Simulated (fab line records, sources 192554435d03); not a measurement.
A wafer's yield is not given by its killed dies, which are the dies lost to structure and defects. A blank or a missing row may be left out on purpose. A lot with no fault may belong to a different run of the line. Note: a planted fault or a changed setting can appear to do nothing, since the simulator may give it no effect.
Matching of chambers | flow n5-finfet | N5_FIN_SAQP_HM_DEP_03 on pecvd-03: 3 sister chambers
The step deposits SiNx from SiH4/NH3/N2, target thk 38 nm, time 33.6 s. 6 wafers are shown with their chamber, then 10 later ones without.

WAFERS WITH THEIR CHAMBER
wafer  | chamber | showerhead-plenum-p-Torr (Torr) | throttle-valve-pct (%)
L082.5 | 1       | 5.13                            | 39.6
L085.1 | 0       | 5.08                            | 38.2
L085.4 | 2       | 4.97                            | 37.6
L085.5 | 0       | 5.07                            | 38.7
L092.4 | 2       | 4.97                            | 37.8
L092.5 | 1       | 5.13                            | 39.3

WAFERS WITHOUT THEIR CHAMBER
wafer  | showerhead-plenum-p-Torr (Torr) | throttle-valve-pct (%)
L092.6 | 5.06                            | 38.3
L094.1 | 4.94                            | 38.0
L094.2 | 5.06                            | 38.5
L094.3 | 5.13                            | 39.1
L095.1 | 4.95                            | 37.9
L095.3 | 5.07                            | 38.5
L095.5 | 4.96                            | 38.3
L096.1 | 4.97                            | 38.0
L096.5 | 5.08                            | 38.3
L096.6 | 4.95                            | 38.3

WHICH CHAMBER EACH WENT THROUGH
wafer  | from the rows above | in truth
L092.6 | 0                   | 0
L094.1 | 2                   | 2
L094.2 | 0                   | 0
L094.3 | 1                   | 1
L095.1 | 2                   | 2
L095.3 | 0                   | 0
L095.5 | 2                   | 2
L096.1 | 2                   | 2
L096.5 | 0                   | 0
L096.6 | 2                   | 2
10 of 10 placed correctly. Not placeable from these rows: 0. Number placed wrongly: 0.
How it was worked out, from the rows above alone: a wafer's distance from a chamber is the root of the sum, over the readings, of the square of ((its reading less the chamber's mean) divided by the reading's scatter). If the next closest chamber is less than 2 further off than the closest, the wafer can't be placed; otherwise it belongs to the closest. Each chamber's mean is taken over the wafers shown for it. The scatter: take each reading less its chamber's mean, square it, sum over the shown wafers, divide by the number of wafers less the number of chambers, and take the root.
